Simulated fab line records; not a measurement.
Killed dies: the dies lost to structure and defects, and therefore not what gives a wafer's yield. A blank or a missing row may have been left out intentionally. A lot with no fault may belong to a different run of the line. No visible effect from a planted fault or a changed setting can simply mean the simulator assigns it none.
fab line records	flow n5Finfet
record lots=3	wafers=9	lastDay=14
route steps=1938 shown BEOL_M3@943 PASSIVATION@1936
lots with no fault: from the same line, run without faults
startH: hours from the record's first day to the start of the lot's first wafer shown	waitH: hours elapsed since this lot's preceding step	" identical to the entry in the row above	L1.1+2: a single row standing in for several wafers	- value missing, or start not given	* or withheld: withheld	< > ~ a bound
route shown NAME@n: NAME is a module with steps in the file, n the number in the route of the first one	usual: mean and standard deviation over wafers with no fault	same: alike in all rows	chamber/n: place in a boat	sites: readings site by site	_std_site: the standard deviation of these	_edge_site: outer sites' mean less inner sites'	radiusMm: for every site, how far away it sits from the centre of the wafer	mask NAME#n: copy n	behind: the last tool/chamber to shape the wafer	hold: the reason the lot was held/the length of the hold in hours/how it ended	device: names the non-switching transistor (n, p or np)	end of line: tests of these same wafers at the route's end	a step without rows: its recipe alone	killed: dies lost to structure and defects at the first sort, not the wafer's yield	map: the dies of a wafer, with x for killed, . for not killed, _ for no die there
set.NAME: setting as actually run; set.NAME@STEP: the setting as run at that earlier step	model.NAME: the simulator's own value behind a step, which no gauge read
a table for each step, a row for each wafer; lots at some steps of the route
services: a tool's chamber out of use, with start hour (startH, from the record's first day; less than 0 if before it), hours out, and reason
## steps
# step N5_BEOL_M3_DEVELOP_10
# recipe developTimeS=30	developer=TMAH	resist=CAR-EUV	rinseLiquid=surfactantRinse	dry=airSpin	devTempC=23
# step N5_BEOL_M3_DESCUM_16
# recipe chemistry=O2	timeS=7	sourcePowerW=50	biasPowerW=20	pressureMtorr=20	rfFrequencyHz=2.712e+07	tempC=40	resist=CAR-EUV	o2FlowSccm=225
# step N5_BEOL_M3_ETCH_74
# recipe chemistry=N2/H2	target=underlayer	targetDepthA=65	maskMaterial=CAR-EUV	timeS=5.2	ionEnergyEv=200	pressureMtorr=30	sourceW=840	biasW=150	n2FlowSccm=200	h2FlowSccm=200	ends=cleared
# step N5_BEOL_M3_ETCH_63
# recipe chemistry=CF4	target=SiARC	targetDepthA=156	maskMaterial=CAR-EUV	timeS=26	ionEnergyEv=80	pressureMtorr=40	sourceW=545	biasW=36	Ar_flow_sccm=100	cf4FlowSccm=100	ends=cleared
# step N5_BEOL_M3_ETCH_64
# recipe chemistry=N2/H2	target=SOC	targetDepthA=750	overetchA=150	maskMaterial=SiARC	tempC=40	timeS=112.5	ionEnergyEv=200	pressureMtorr=30	sourceW=840	biasW=150	n2FlowSccm=200	h2FlowSccm=200
# step N5_BEOL_M3_STRIP_65
# recipe chemistry=N2/H2	tempC=40	n2FlowSccm=200	h2FlowSccm=200	rfFrequencyHz=6e+07
# step N5_BEOL_M3_STRIP_75
# recipe chemistry=N2/H2	tempC=40	n2FlowSccm=200	h2FlowSccm=200	rfFrequencyHz=6e+07
# step N5_BEOL_M3_STRIP_66
# recipe chemistry=CF4	resist=SiARC	powerW=300	biasPowerW=75	pressureMtorr=50	cf4FlowSccm=150	rfFrequencyHz=6e+07
# step N5_BEOL_M3_HM_OPEN_17
# recipe chemistry=Cl2/BCl3	targetDepthA=200	overetchA=60	target=TiN	maskMaterial=SOC	ionEnergyEv=150	pressureMtorr=10	icpW=1000	biasW=126	Cl2_flow_sccm=53.25	bcl3FlowSccm=21.75	Ar_flow_sccm=25
# step N5_BEOL_M3_STRIP_19
# recipe chemistry=O2	powerW=400	tempC=40	pressureMtorr=30	rfFrequencyHz=6e+07	biasPowerW=0	overashFraction=0.2	o2FlowSccm=225
# usual drypumpMotorCurrentA=5.9/0.38	oesProductAu=0.74/0.075	rfVppV=3.6/0.48	showerheadPlenumPTorr=2.07/0.085	tempC=39.99/0.12	throttleValvePct=16.78/0.2
lot.wafer	tool	chamber	startH	waitH	drypumpMotorCurrentA	oesProductAu	rfHoursCounterH	rfVppV	showerheadPlenumPTorr	tempC	throttleValvePct
L876.1	rieDiel-06	0	174.93	0.1	5.6	0.74	158	3.9	2.08	40.14	16.71
L876.5	"	2	"	"	5.7	0.78	-	4.1	1.93	39.86	16.78
L876.6	"	1	"	"	5.2	0.71	-	4.0	2.07	39.86	16.54
L878.1	rieDiel-06	3	184.71	0.1	6.2	0.74	160	3.3	2.09	40.08	17.07
L878.3	"	0	"	"	5.7	0.73	160	2.8	2.08	39.86	16.71
L878.5	"	1	"	"	5.2	0.71	-	3.6	2.07	40.28	16.54
L882.2	rieDiel-01	3	206.17	0.2	5.6	0.71	200	3.8	2.18	40.15	16.95
L882.5	"	2	"	"	5.2	0.89	-	4.3	2.06	40.21	16.53
L882.6	"	1	"	"	6.1	0.71	-	3.8	2.06	40.05	16.91
# step N5_BEOL_M3_COAT_67
# recipe resist=SOC	tempC=250	timeS=60	spinRpm=1500	resistThkNm=60
# step N5_BEOL_M3_COAT_68
# recipe resist=SiARC	tempC=220	timeS=60	spinRpm=1500	resistThkNm=12
# step N5_BEOL_M3_COAT_76
# recipe resist=underlayer	tempC=205	timeS=60	spinRpm=1500	resistThkNm=5
# step N5_BEOL_M3_COAT_22
# recipe resist=CAR-EUV	spinRpm=1500	resistThkNm=30
# step N5_BEOL_M3_EBR_24
# recipe solvent=PGMEA	ebrWidthMm=1.5
# step N5_BEOL_M3_SOFTBAKE_23
# recipe tempC=110	timeS=60	resist=CAR-EUV
# step N5_BEOL_M3_EXPOSE_25
# recipe maskId=V2	na=0.33	sourceShape=quasar	sigmaInner=0.2	sigmaOuter=0.8	polarization=unpolarized	defocusNm=5	doseMj=63
# step N5_BEOL_M3_PEB_26
# recipe pebTempC=100	pebTimeS=60	resist=CAR-EUV
# step N5_BEOL_M3_DEVELOP_27
# recipe developTimeS=30	developer=TMAH	resist=CAR-EUV	rinseLiquid=surfactantRinse	dry=airSpin	devTempC=23
# step N5_BEOL_M3_DESCUM_33
# recipe chemistry=O2	timeS=7	sourcePowerW=50	biasPowerW=20	pressureMtorr=20	rfFrequencyHz=2.712e+07	tempC=40	resist=CAR-EUV	o2FlowSccm=225
# step N5_BEOL_M3_ETCH_77
# recipe chemistry=N2/H2	target=underlayer	targetDepthA=65	maskMaterial=CAR-EUV	timeS=5.2	ionEnergyEv=200	pressureMtorr=30	sourceW=840	biasW=150	n2FlowSccm=200	h2FlowSccm=200	ends=cleared
# step N5_BEOL_M3_ETCH_69
# recipe chemistry=CF4	target=SiARC	targetDepthA=156	maskMaterial=CAR-EUV	timeS=26	ionEnergyEv=80	pressureMtorr=40	sourceW=545	biasW=36	Ar_flow_sccm=100	cf4FlowSccm=100	ends=cleared
# step N5_BEOL_M3_ALD_98
# recipe material=SiO2	targetThkA=25	tempC=100	aldPrecursorFamily=BDEAS	aldCoReactant=O2-plasma	pulseTimeS=1	coReactantPulseTimeS=1	purgeTimeS=2	coReactantPurgeTimeS=2	aldCycles=17	pressureTorr=2
# step N5_BEOL_M3_ETCHBACK_99
# recipe chemistry=CHF3	target=SiO2	targetDepthA=50	timeS=10.4	sourceW=215	biasW=47	Ar_flow_sccm=200	CHF3_flow_sccm=12	ionEnergyEv=100	pressureMtorr=30
# step N5_BEOL_M3_ETCH_70
# recipe chemistry=N2/H2	target=SOC	targetDepthA=800	overetchA=160	maskMaterial=SiARC	tempC=40	timeS=120	ionEnergyEv=200	pressureMtorr=30	sourceW=840	biasW=150	n2FlowSccm=200	h2FlowSccm=200
# step N5_BEOL_M3_STRIP_71
# recipe chemistry=N2/H2	tempC=40	n2FlowSccm=200	h2FlowSccm=200	rfFrequencyHz=6e+07
# step N5_BEOL_M3_STRIP_78
# recipe chemistry=N2/H2	tempC=40	n2FlowSccm=200	h2FlowSccm=200	rfFrequencyHz=6e+07
# step N5_BEOL_M3_VIA_ETCH_34
# recipe chemistry=C4F6/O2	targetDepthA=694	maskMaterial=SOC	pressureMtorr=15	ionEnergyEv=250	taperDeg=4	timeS=65.9	sourceW=350	biasW=170	Ar_flow_sccm=300	C4F6_flow_sccm=10	O2_flow_sccm=10
# step N5_BEOL_M3_STRIP_83
# recipe chemistry=C4F6/O2	resist=SiARC	rfFrequencyHz=6e+07
# step N5_BEOL_M3_STRIP_36
# recipe chemistry=N2/H2	powerW=450	tempC=40	pressureMtorr=20	rfFrequencyHz=6e+07	overashFraction=0.3	biasPowerW=7	h2Frac=0.5	n2FlowSccm=200	h2FlowSccm=200
# step N5_BEOL_M3_TRENCH_ETCH_37
# recipe chemistry=C4F6/O2	targetDepthA=555.55	target=SiOC	timeS=29.2	ionEnergyEv=250	pressureMtorr=30	sourceW=355	biasW=185	Ar_flow_sccm=300	C4F6_flow_sccm=10	O2_flow_sccm=10
# step N5_BEOL_M3_ETCH_41
# recipe chemistry=CH3F/O2	target=SiCN	targetDepthA=299	taperDeg=2	timeS=52.5	ionEnergyEv=120	maskMaterial=TiN	pressureMtorr=30	sourceW=395	biasW=75	Ar_flow_sccm=150	CH3F_flow_sccm=30	O2_flow_sccm=20
# step N5_BEOL_M3_STRIP_97
# recipe chemistry=N2/H2	timeS=10	powerW=450	tempC=40	pressureMtorr=20	rfFrequencyHz=6e+07	biasPowerW=7	n2FlowSccm=200	h2FlowSccm=200
# step N5_BEOL_M3_HM_STRIP_39
# recipe chemistry=peroxideTinStrip	material=TiN	targetDepthA=250	tempC=50	timeS=158
# step N5_PASSIVATION_PROBE_49
# usual defectLimitedYield=91.4/1.5	killed_at_M0_to_M3=32/9.8	killed_at_M4_up=15/5.6	killedAtContacts=12/5.4	killedAtFrontEnd=40/13	killedAtOther=3.0/2.1	killedDies=102/17	killedOnRim=14/4.4	killedOpen=67/13	killedShort=32/7.1	sort_bin_5_function=5.1/0.96	sort_bin_6_memory=3.2/0.7	sortNPass=1078/18	sortYieldPct=91.3/1.5
# same grossDies=1180	killedAtBackSide=0	sort_bin_4_leakage[%]=0	sort_bin_8_speed[%]=0
lot.wafer	tool	chamber	startH	waitH	defectLimitedYield[%]	killed_at_M0_to_M3	killed_at_M4_up	killedAtContacts	killedAtFrontEnd	killedAtOther	killedDies	killedOnRim	killedOpen	killedShort	sort_bin_5_function[%]	sort_bin_6_memory[%]	sortNPass	sortYieldPct[%]
L878.1	prober-02	-	310.33	0.0	79.6	182	12	11	36	0	241	37	82	34	11.8	4.5	939	79.6
L878.3	prober-02	-	310.43	0.1	81.8	145	9	20	39	2	215	26	65	40	10.1	4.1	965	81.8
L878.5	prober-02	-	310.53	0.2	80.6	153	20	16	38	2	229	34	74	33	12.3	3.6	951	80.6
# killed by level:class
L878.1 BEOL_M3:unspecified=125 STI_FIN_REVEAL:geometricParticle:open=23 BEOL_M3:geometricParticle:open=16 BEOL_M0_SAQP:geometricParticle:open=11 BEOL_M0_SAQP:geometricParticle:short=10 MOL_CONTACT_COAG:geometricParticle:open=8 BEOL_M4:geometricParticle:open=6 FIN_SAQP:geometricParticle:short=5
L878.3 BEOL_M3:unspecified=110 MOL_CONTACT_COAG:geometricParticle:open=14 STI_FIN_REVEAL:geometricParticle:open=12 FIN_SAQP:geometricParticle:short=8 BEOL_M1:geometricParticle:open=8 BEOL_M3:geometricParticle:open=7 MOL_CONTACT_COAG:geometricParticle:short=6 BEOL_M0_SAQP:geometricParticle:short=6
L878.5 BEOL_M3:unspecified=122 MOL_CONTACT_COAG:geometricParticle:open=13 BEOL_M1:geometricParticle:open=11 FIN_SAQP:geometricParticle:open=10 BEOL_M4:geometricParticle:short=10 STI_FIN_REVEAL:geometricParticle:open=9 BEOL_M3:geometricParticle:open=8 FIN_SAQP:geometricParticle:short=7
# map L878.1 (x killed, . not)
_________________....xx......________________
______________...x.............._____________
___________...........x......x.....__________
__________....x.....x.x..x.........._________
________............x.x..........x..x._______
_______x........................x......______
______x.x........x..........x....x....xx_____
_____x...................................____
____..............x....x....x............x___
___....x.xx......................x.........__
___.........x......x...........x...........__
__x....x...........................x.x...x.x_
__..........x..........x...................._
_..........x............x...x........x......x
_.........x.....x...................x........
_..x.xx.........................x....x.......
_........x.x............x..........x.........
_.........x....x..x.x........................
_.x...................................x......
_..x..............x........x...............x.
_.x.x.....x.........x........xx..x..x........
__.x......x....x........x.....x...x........._
__............x.....x..xx.x...............xx_
___.x.........x.........x........x.......x.__
___.x...........xxxxxxx...........x...x....__
____x............x.xxxxxxx.x...x..........___
_____.....x.x...xxxxxxxxxxxxxx...........____
______........x.xxxxxxxxxxxx.x.x....x..x_____
_______x.....xxxxxxxxxxxxxx.x.........x______
________......xxxxxxxxxxxxxxx...x...x._______
__________...xxxxxxxxxxxxxxxxx.x...._________
___________..x.xxxxxxxxxxxxxx.xx...__________
______________..xxxxxxxxxxxx...._____________
_________________xxxxxxxxxx.x________________
# map L876.6 (x killed, . not)
_________________.......x..x.________________
______________...xx......x......_____________
___________...x.x..x...............__________
__________.........x..............x._________
________...x.........................._______
_______x...x...........................______
______...x.............................._____
_____...x...............x................____
____...x......x................x......x...___
___................x..x..............x.....__
___.xx.............x............x.........x__
__.....x.................................x.._
__x..x......x.........x..xx..........x......_
_..........x.................................
_............x...x..x..x..................x..
_.........................x..................
_.....x..........x...........................
_..x............x......x....................x
_..........x....x...................x.xx.....
_x................x.....x.................x..
_.....................................x......
__...............x..................x......._
__..x.....x................................._
___.............x..........................__
___...............x..x.....................__
____...x....x..x..x.......................___
_____.................x.......x.......x.x____
______...........xx....x................_____
_______..x.............................______
________.....x......x..x..x..........._______
__________.........................x_________
___________.......x........x.......__________
______________.....x.x.........._____________
_________________......xx....________________
## services
tool	chamber	startH	hours	kind
rieDiel-06	0	190.33	6.5	repair
rieDiel-06	2	195.78	28.7	repair
## key
firstSign step=N5_PASSIVATION_PROBE_49	reading=killed_at_M0_to_M3	direction=up	sigmas=13	usual=32	struck=160
effect step=N5_PASSIVATION_PROBE_49	reading=defectLimitedYield	direction=down	sigmas=7.3	usual=91.4	struck=80.6
moreKillsBornAt N5_BEOL_M3_STRIP_19@rieDiel-06=357
metAt N5_BEOL_M3_STRIP_19
struckWafers L878.1,L878.3,L878.5
onsetBetween 174.93 184.71
earlierFault kind=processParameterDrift	tool=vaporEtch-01	chamber=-	onsetH=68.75	steps=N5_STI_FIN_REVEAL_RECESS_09	channel=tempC	offset=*	shape=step	actsIn=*	stated=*
fault kind=chamberParticleSource	tool=rieDiel-06	chamber=-	onsetH=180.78	steps=N5_BEOL_M3_STRIP_19	ratePerVisitCm2=1.9229	untilTheNextWetClean=True
